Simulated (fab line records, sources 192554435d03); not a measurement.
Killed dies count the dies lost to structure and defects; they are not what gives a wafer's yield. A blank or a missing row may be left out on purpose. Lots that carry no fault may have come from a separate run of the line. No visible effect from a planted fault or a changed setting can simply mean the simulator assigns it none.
A lot that was struck, set against a sound lot | flow n5-finfet | 15 steps out of a route of 1938
Sound: wafers L858.2, L858.4, L858.6. Struck: wafers L863.2, L863.4. Last of all comes the cause.
Per side, at each step with rows, come the tool, then ch with its chambers, and then its first start. Under that, the readings that differ: sound wafers | struck wafers | difference of the means | sigmas: that difference in standard deviations of wafers without a fault.
alike: words and numbers the same on both sides, and readings whose means are apart by under 2 such deviations; not compared: readings that were withheld, readings missing a value for some wafer, numbers with overlapping values and no deviation given by the record, and bounds like >300 which may hide the same value.
Wherever a step has rows on one side only, a row that says differs or no value, or a row with sigmas, the two part there. Non-overlapping numbers with no deviation appear without sigmas and do not part them. Lack of a reading on every wafer of one side parts them only where that side has two or more wafers.

N5_HKMG_FIN_CD_MEAS_12: the cd target is 92.8 nm.
  sound on cd-sem-01 ch 0, day 7 04:29; struck on cd-sem-03 ch 0, day 8 10:41
  alike: cd-nm
N5_HKMG_FIN_OVL_MEAS_13:
  sound on overlay-02 ch 0, day 7 04:31; struck on overlay-01 ch 0, day 8 10:43
  reading       | sound          | struck  | difference | sigmas
  NWFM_OVL (nm) | -0.5 -1.5 -1.1 | 0.5 1.5 | +2.0       | +3
N5_HKMG_FIN_INSPECT_14: inspects for defects (macro).
  struck on defect-inspect-02, day 8 10:44; sound on defect-inspect-01, day 7 04:32
  alike: raw-defect-count
N5_HKMG_FIN_DESCUM_17: chemistry O2, time 7.9 s.
  sound on rie-diel-06 ch 0,2,3, day 7 04:35; struck on rie-diel-06 ch 0,3, day 8 10:48
  alike: drypump-motor-current-A, oes-product-au, rf-vpp-V, showerhead-plenum-p-Torr, throttle-valve-pct
  not compared: rf-hours-counter-h
N5_HKMG_FIN_ETCH_31: etches SiARC in CF4, target depth 45.5 nm, time 75.8 s.
  sound on rie-diel-06 ch 0,2,3, day 7 04:37; struck on rie-diel-06 ch 0,3, day 8 10:50
  alike: drypump-motor-current-A, etch-rf-on-time-s, oes-product-au, rf-vpp-V, showerhead-plenum-p-Torr, throttle-valve-pct
  not compared: rf-hours-counter-h
N5_HKMG_FIN_ETCH_32: etches SOC in N2/H2, target depth 240 nm, time 300 s.
  sound on rie-diel-06 ch 0,2,3, day 7 04:40; struck on rie-diel-06 ch 0,3, day 8 10:53
  alike: drypump-motor-current-A, oes-product-au, rf-vpp-V, showerhead-plenum-p-Torr, throttle-valve-pct
  not compared: rf-hours-counter-h
then, 1 step without rows for these wafers: N5_HKMG_FIN_STRIP_33 (strips in N2/H2).
N5_HKMG_FIN_STRIP_34: strips in CF4.
  sound on rie-diel-06 ch 0,2,3, day 7 04:52; struck on rie-diel-06 ch 0,3, day 8 11:05
  alike: drypump-motor-current-A, oes-product-au, rf-vpp-V, showerhead-plenum-p-Torr, throttle-valve-pct
  not compared: rf-hours-counter-h
N5_HKMG_FIN_ETCH_35: etches SOC in N2/H2, target depth 215.8 nm, time 243.4 s.
  sound on rie-diel-06 ch 0,2,3, day 7 04:53; struck on rie-diel-06 ch 0,3, day 8 11:06
  alike: drypump-motor-current-A, oes-product-au, rf-vpp-V, showerhead-plenum-p-Torr, throttle-valve-pct
  not compared: rf-hours-counter-h
then, 3 steps without rows for these wafers: N5_HKMG_FIN_STRIP_92 (strips SOC in N2/H2, time 20 s); N5_HKMG_FIN_WET_ETCH_18 (etches TiN in SC1, time 55 s, target depth 5.2 nm, rinse time 30 s); N5_HKMG_FIN_STRIP_19 (strips in N2/H2, time 360 s).
N5_HKMG_FIN_ALD_91: deposits TiN, target thk 1 nm, pulse time 1 s, purge time 3 s.
  sound on ald-metal-01 ch 0,2, day 7 05:33; struck on ald-metal-04 ch 1,2, day 8 11:47
  reading    | sound    | struck | difference | sigmas
  ald-cycles | 47 47 47 | 53 53  | +6         |
  alike: heater-power-w, precursor-pulse-height-rel
then, 2 steps without rows for these wafers: N5_HKMG_FIN_COAT_85 (time 60 s, resist thk 300 nm); N5_PASSIVATION_PROBE_49.

WHERE THEY PART
Within this record, at N5_HKMG_FIN_OVL_MEAS_13 only. Later steps at which nothing parts them and some readings are alike: N5_HKMG_FIN_INSPECT_14, N5_HKMG_FIN_DESCUM_17, N5_HKMG_FIN_ETCH_31, N5_HKMG_FIN_ETCH_32, N5_HKMG_FIN_STRIP_34, N5_HKMG_FIN_ETCH_35, N5_HKMG_FIN_ALD_91.

WHY: what the simulator had put in
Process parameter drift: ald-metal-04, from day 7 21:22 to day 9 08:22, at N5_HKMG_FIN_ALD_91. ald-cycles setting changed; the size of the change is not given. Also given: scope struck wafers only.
